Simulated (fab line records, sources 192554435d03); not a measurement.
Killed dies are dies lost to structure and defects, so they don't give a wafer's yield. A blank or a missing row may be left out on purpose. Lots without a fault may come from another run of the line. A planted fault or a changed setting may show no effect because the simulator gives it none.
Chamber matching | flow n5_finfet | N5_BEOL_M2_PRE_CLEAN_60 on cvd_co-02: 3 sister chambers
The step time 15 s. 3 wafers are shown with their chamber, then 8 later ones without.

WAFERS WITH THEIR CHAMBER
wafer  | chamber | heater_power_outer_w (W)
L239.1 | 2       | 28
L239.3 | 1       | 12
L241.2 | 0       | 19

WAFERS WITHOUT THEIR CHAMBER
wafer  | heater_power_outer_w (W)
L241.3 | 29
L241.4 | 20
L243.2 | 12
L243.4 | 28
L243.5 | 20
L249.1 | 29
L249.4 | 20
L249.6 | 12

WHICH CHAMBER EACH WENT THROUGH
wafer  | from the rows above | in truth
L241.3 | 2                   | 2
L241.4 | 0                   | 0
L243.2 | 1                   | 1
L243.4 | 2                   | 2
L243.5 | 0                   | 0
L249.1 | 2                   | 2
L249.4 | 0                   | 0
L249.6 | 1                   | 1
Placed correctly: 8 of 8. Can't be placed from these rows: 0. Placed wrongly: 0.
How it was worked out, from the rows above alone: a wafer's distance from a chamber is the root of the sum, over the readings, of the square of ((its reading less the chamber's mean) divided by the reading's scatter). The wafer belongs to the nearest chamber; if the next one is less than 2 further off, it can't be placed. A chamber's mean is the mean of its shown wafers. The scatter: with one shown wafer a chamber, the root of the mean of the squares of how far each hidden wafer lies from its nearest shown one.
